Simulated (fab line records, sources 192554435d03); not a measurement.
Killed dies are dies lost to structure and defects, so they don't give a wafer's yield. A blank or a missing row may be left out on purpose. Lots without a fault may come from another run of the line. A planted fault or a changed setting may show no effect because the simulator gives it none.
Split-lot experiment | flow n5_finfet | 7 lots, 21 wafers read, on a route of 1938 steps

THE SPLIT
At N5_BEOL_M1_HM_DEP_02 (deposits TiN, target thk 20 nm), the setting target_thk_a was moved away from the recipe's 200 angstrom on 6 of the 21 wafers read, by -9.5% to +12.7%. The other wafers ran this setting at the recipe's value.

FROM THE SPLIT TO THE READING: what the file shows between them, 11 steps
- N5_BEOL_M1_EXPOSE_08: exposes mask M1 (also split here: dose_mj)
- N5_BEOL_M1_PEB_09: peb time 60 s
- N5_BEOL_M1_DEVELOP_10: develop time 30 s
- N5_BEOL_M1_CD_MEAS_11: target cd 17.05 nm
- N5_BEOL_M1_DESCUM_16: chemistry O2, time 7 s
- N5_BEOL_M1_ETCH_74: etches underlayer in N2/H2, target depth 6.5 nm, time 5.2 s
- N5_BEOL_M1_ETCH_63: etches SiARC in CF4, target depth 15.6 nm, time 26 s
- N5_BEOL_M1_ETCH_64: etches SOC in N2/H2, target depth 75 nm, overetch 15 nm, time 112.5 s
- N5_BEOL_M1_STRIP_65: strips in N2/H2
- N5_BEOL_M1_STRIP_75: strips in N2/H2
- N5_BEOL_M1_STRIP_66: strips in CF4

THE READING
etch.depth_nm (the simulator's own value, which no gauge read), in nm, at N5_BEOL_M1_HM_OPEN_17 (chemistry Cl2/BCl3, target TiN, target depth 20 nm, overetch 6 nm). The file gives no usual value for it. The 15 wafers here that ran the recipe average 20.03 nm, standard deviation 0.28 nm.

wafer  | tool, chamber at the split | target_thk_a as run, angstrom | against the recipe | etch.depth_nm, nm | against lot-mates on the recipe
L081.3 | pvd_sputter-02, -          | 200                           | recipe             | 20.12             | -
L081.4 | pvd_sputter-02, -          | 200                           | recipe             | 20.23             | -
L081.5 | pvd_sputter-02, -          | 200                           | recipe             | 20.09             | -
L082.1 | pvd_sputter-03, -          | 225.4                         | +12.7%             | 22.33             | +2.28
L082.2 | pvd_sputter-03, -          | 200                           | recipe             | 20.05             | -
L082.5 | pvd_sputter-03, -          | 225.4                         | +12.7%             | 22.53             | +2.48
L087.3 | pvd_sputter-01, -          | 200                           | recipe             | 20.21             | -
L087.4 | pvd_sputter-01, -          | 200                           | recipe             | 20.11             | -
L087.5 | pvd_sputter-01, -          | 200                           | recipe             | 20.07             | -
L089.2 | pvd_sputter-01, -          | 200                           | recipe             | 20.08             | -
L089.4 | pvd_sputter-01, -          | 200                           | recipe             | 19.84             | -
L089.6 | pvd_sputter-01, -          | 188.3                         | -5.8%              | 18.96             | -1.00
L091.2 | pvd_sputter-02, -          | 181.1                         | -9.5%              | 18.41             | -2.33
L091.5 | pvd_sputter-02, -          | 200                           | recipe             | 20.74             | -
L091.6 | pvd_sputter-02, -          | 181.1                         | -9.5%              | 18.14             | -2.60
L093.1 | pvd_sputter-03, -          | 200                           | recipe             | 19.62             | -
L093.3 | pvd_sputter-03, -          | 184.2                         | -7.9%              | 17.99             | -1.58
L093.5 | pvd_sputter-03, -          | 200                           | recipe             | 19.51             | -
L097.1 | pvd_sputter-03, -          | 200                           | recipe             | 19.92             | -
L097.5 | pvd_sputter-03, -          | 200                           | recipe             | 19.7              | -
L097.6 | pvd_sputter-03, -          | 200                           | recipe             | 20.11             | -

THE FIT
A straight line over all 21 wafers: etch.depth_nm changes by +0.195 nm for each +1% of target_thk_a; r = +0.97; the points scatter about the line by 0.28 nm.
The same after taking each lot's own level away (the mean of its wafers on the recipe; 21 wafers): +0.209 nm for each +1%; r = +0.98; scatter 0.21 nm.
On that fit, the largest move of target_thk_a shifts the reading by 2.7 nm.
The lots' own levels span 19.565 to 20.740 nm, that is 4.2 times the standard deviation above.
So the lot-to-lot level changes the slope little: the two slopes agree.
Check: with one of the wafers moved furthest among these (+12.7%) left out of the fit, the line predicts +2.75 nm for it against its lot-mates. It came out at +2.28 nm against them.

OTHER SPLITS ON THESE WAFERS
These wafers also went through other splits before the reading. Each is held against what the fit with the lots' levels taken away leaves over:
other split on the same wafers       | wafers away from the commonest value | r with etch.depth_nm (lot level and that fit taken away)
N5_MOL_CONTACT_COAG_DESCUM_45 time_s | 5                                    | +0.23
N5_BEOL_M0_SAQP_PECVD_00 time_s      | 8                                    | +0.16
N5_BEOL_M0_SAQP_PECVD_04 time_s      | 7                                    | +0.06
N5_BEOL_M0_CUTY_DESCUM_61 time_s     | 6                                    | +0.12
N5_BEOL_M0_ETCH_138 source_w         | 5                                    | -0.31
N5_BEOL_M1_EXPOSE_08 dose_mj         | 5                                    | -0.20

THE WHOLE CHAIN: every reading that the file lists as answering this split, in the file's order
step                  | what it does                                                      | reading                                                                          | change (the file's fit)               | r (the file's)
N5_BEOL_M1_HM_DEP_02  | deposits TiN, target thk 20 nm                                    | TiN_of_BEOL_M1_HM_DEP_02.thk_nm (the simulator's own value, which no gauge read) | +0.211 nm for each +1% of the setting | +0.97
N5_BEOL_M1_HM_OPEN_17 | chemistry Cl2/BCl3, target TiN, target depth 20 nm, overetch 6 nm | etch.depth_nm (the simulator's own value, which no gauge read)                   | +0.207 nm for each +1% of the setting | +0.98

THE FILE'S OWN FIT
etch.depth_nm changes by +0.207 nm for each +1% of target_thk_a, r = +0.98.
